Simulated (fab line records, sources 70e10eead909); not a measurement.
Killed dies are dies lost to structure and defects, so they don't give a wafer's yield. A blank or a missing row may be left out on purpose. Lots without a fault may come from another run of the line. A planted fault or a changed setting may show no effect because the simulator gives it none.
Chamber matching | flow nand_harc | NHARC_A_BLC_ALD_23 on ald_metal-01: 4 sister chambers
The step deposits TiN, target thk 3 nm, pulse time 1 s, ald cycles 150. 14 wafers are shown with their chamber, then 7 later ones without.

WAFERS WITH THEIR CHAMBER
wafer  | chamber | heater_power_w (W) | precursor_pulse_height_rel
L077.1 | 1       | 1005               | 0.961
L077.2 | 0       | 963                | 0.993
L077.4 | 3       | 1077               | 1.008
L079.1 | 3       | 1042               | 0.980
L079.3 | 2       | 1086               | 1.024
L079.5 | 3       | 1051               | 0.999
L084.1 | 1       | 1005               | 1.019
L084.5 | 1       | 1001               | 1.014
L084.6 | 0       | 992                | 1.018
L085.1 | 3       | 1051               | 1.028
L085.3 | 0       | 984                | 1.006
L085.5 | 2       | 1093               | 1.016
L088.2 | 1       | 985                | 1.004
L088.5 | 1       | 1015               | 0.995

SIGNATURES (means of the wafers above)
reading                    | chamber 0 | chamber 1 | chamber 2 | chamber 3 | scatter within a chamber
heater_power_w             | 979.67    | 1002.20   | 1089.50   | 1055.25   | 12.8
precursor_pulse_height_rel | 1.00567   | 0.99860   | 1.02000   | 1.00375   | 0.0191
Rule: a wafer's distance from a chamber is the root of the sum, over the readings, of the square of ((its reading less the chamber's mean) divided by the reading's scatter). The wafer belongs to the nearest chamber; if the next one is less than 2 further off, it can't be placed. The scatter: the root of (the sum of the squares of (reading less its chamber's mean) over the shown wafers, divided by (wafers less chambers)).

WAFERS WITHOUT THEIR CHAMBER
wafer  | heater_power_w (W) | precursor_pulse_height_rel
L088.6 | 994                | 1.005
L093.4 | 981                | 0.987
L093.5 | 996                | 0.996
L093.6 | 1099               | 1.035
L095.1 | 1138               | 1.019
L095.2 | 972                | 1.044
L095.6 | 1126               | 0.988

WHICH CHAMBER EACH WENT THROUGH
wafer  | from the rows above     | in truth
L088.6 | can't be placed: 1 or 0 | 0
L093.4 | can't be placed: 0 or 1 | 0
L093.5 | can't be placed: 1 or 0 | 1
L093.6 | 2                       | 2
L095.1 | 2                       | 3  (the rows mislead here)
L095.2 | can't be placed: 0 or 1 | 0
L095.6 | 2                       | 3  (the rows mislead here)
Placed correctly: 1 of 7. Can't be placed from these rows: 4 (the true chamber is among the candidates in 4). Placed wrongly: 2.
